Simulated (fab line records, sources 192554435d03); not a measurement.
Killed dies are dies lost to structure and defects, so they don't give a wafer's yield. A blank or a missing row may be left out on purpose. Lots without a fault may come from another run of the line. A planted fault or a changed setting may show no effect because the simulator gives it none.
Chamber matching | flow n5_finfet | N5_HKMG_FIN_ETCH_55 on rie_diel-01: 4 sister chambers
The step etches SOC in N2/H2, target depth 240 nm, time 300 s. 7 wafers are shown with their chamber, then 8 later ones without.

WAFERS WITH THEIR CHAMBER
wafer  | chamber | showerhead_plenum_p_Torr (Torr) | throttle_valve_pct (%)
L078.6 | 1       | 2.64                            | 17.76
L083.4 | 2       | 2.65                            | 18.23
L083.6 | 0       | 2.42                            | 18.24
L084.1 | 2       | 2.65                            | 18.23
L084.4 | 0       | 2.41                            | 18.24
L084.6 | 3       | 2.54                            | 17.89
L086.2 | 3       | 2.54                            | 17.90

WAFERS WITHOUT THEIR CHAMBER
wafer  | showerhead_plenum_p_Torr (Torr) | throttle_valve_pct (%)
L086.3 | 2.65                            | 18.23
L086.4 | 2.41                            | 18.24
L088.1 | 2.65                            | 18.25
L088.4 | 2.54                            | 17.91
L088.5 | 2.65                            | 18.26
L093.1 | 2.41                            | 18.26
L093.3 | 2.64                            | 18.28
L093.4 | 2.41                            | 18.27

WHICH CHAMBER EACH WENT THROUGH
wafer  | from the rows above | in truth
L086.3 | 2                   | 2
L086.4 | 0                   | 0
L088.1 | 2                   | 2
L088.4 | 3                   | 3
L088.5 | 2                   | 2
L093.1 | 0                   | 0
L093.3 | 2                   | 2
L093.4 | 0                   | 0
Placed correctly: 8 of 8. Can't be placed from these rows: 0. Placed wrongly: 0.
How it was worked out, from the rows above alone: a wafer's distance from a chamber is the root of the sum, over the readings, of the square of ((its reading less the chamber's mean) divided by the reading's scatter). The wafer belongs to the nearest chamber; if the next one is less than 2 further off, it can't be placed. A chamber's mean is the mean of its shown wafers. The scatter: the root of (the sum of the squares of (reading less its chamber's mean) over the shown wafers, divided by (wafers less chambers)).
